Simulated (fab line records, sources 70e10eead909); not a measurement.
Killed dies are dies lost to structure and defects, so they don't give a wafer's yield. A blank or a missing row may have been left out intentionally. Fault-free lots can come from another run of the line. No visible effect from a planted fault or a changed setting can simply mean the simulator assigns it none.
One fault seen from 2 desks || flow nandHarc || each desk has only its own numbers; what lay behind them comes last

== THE DEFECT DESK ==
Inspection counts along the route, by lot: the mean over sampled wafers that carry a number. The brackets show how far a lot's mean lies from the usual mean; more than 4 standard deviations puts the lot out of limits, marked OUT.
Columns: A = rawDefectCount at NHARC_A_CHANNEL_HOLE_D2_INSPECT_40, usual 271
{"lot": "L872", "first seen here": "day 13 22:14", "A": 261}
{"lot": "L875", "first seen here": "day 14 16:19", "A": 215}
{"lot": "L882", "first seen here": "day 18 08:49", "A": 325}
{"lot": "L877", "first seen here": "day 19 02:07", "A": 317}
{"lot": "L893", "first seen here": "day 22 17:31", "A": 186}
{"lot": "L895", "first seen here": "day 23 21:55", "A": 252}
Result from this desk: across the 6 lots, nothing is out of limits.

== AT THE TOOL OWNER'S DESK: rieDiel-07 ==
The tool's own readings at NHARC_A_CHANNEL_FILL_D2_ETCHBACK_20 (etches the open film in C4F8/O2/Ar, target depth 27 nm, time 13.5 s): means of the sampled wafers that have a number, for each lot that ran on this tool. The brackets show how far a lot's mean lies from the usual mean; more than 4 standard deviations puts the lot out of limits, marked OUT.
Columns: A = oesProductAu at NHARC_A_CHANNEL_FILL_D2_ETCHBACK_20, usual 0.98 a.u.; B = rfVppV at NHARC_A_CHANNEL_FILL_D2_ETCHBACK_20, usual 978 V; C = runLengthS at NHARC_A_CHANNEL_FILL_D2_ETCHBACK_20, usual 34.7 s
{"lot": "L872", "first seen here": "day 14 22:11", "A": 0.92, "B": 975, "C": 34.8}
{"lot": "L882", "first seen here": "day 19 09:04", "A": 0.99, "B": 980, "C": 33.7}
{"lot": "L877", "first seen here": "day 20 03:43", "A": 0.98, "B": 979, "C": "32.3 (-5.9) OUT"}
Finding of this desk: L877 out of limits; the first was L877 at day 20 03:43, on runLengthS at NHARC_A_CHANNEL_FILL_D2_ETCHBACK_20. L872, L882 stayed within limits.

== TAKEN TOGETHER ==
At day 20 03:43, on L877, the tool owner's desk was in a position to raise an alarm.
The defect desk saw nothing out of limits.
The defect desk has L877 on record, within its limits.
Every lot named ran NHARC_A_CHANNEL_FILL_D2_ETCHBACK_20 on rieDiel-07.

== WHAT HAD BEEN PUT IN BY THE SIMULATOR ==
rieDiel-07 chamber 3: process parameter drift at NHARC_A_CHANNEL_FILL_D2_ETCHBACK_20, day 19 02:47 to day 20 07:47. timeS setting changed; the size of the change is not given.
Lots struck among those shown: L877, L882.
Delay in hours, fault start to first out-of-limits reading, by desk: the tool owner's desk at 25.
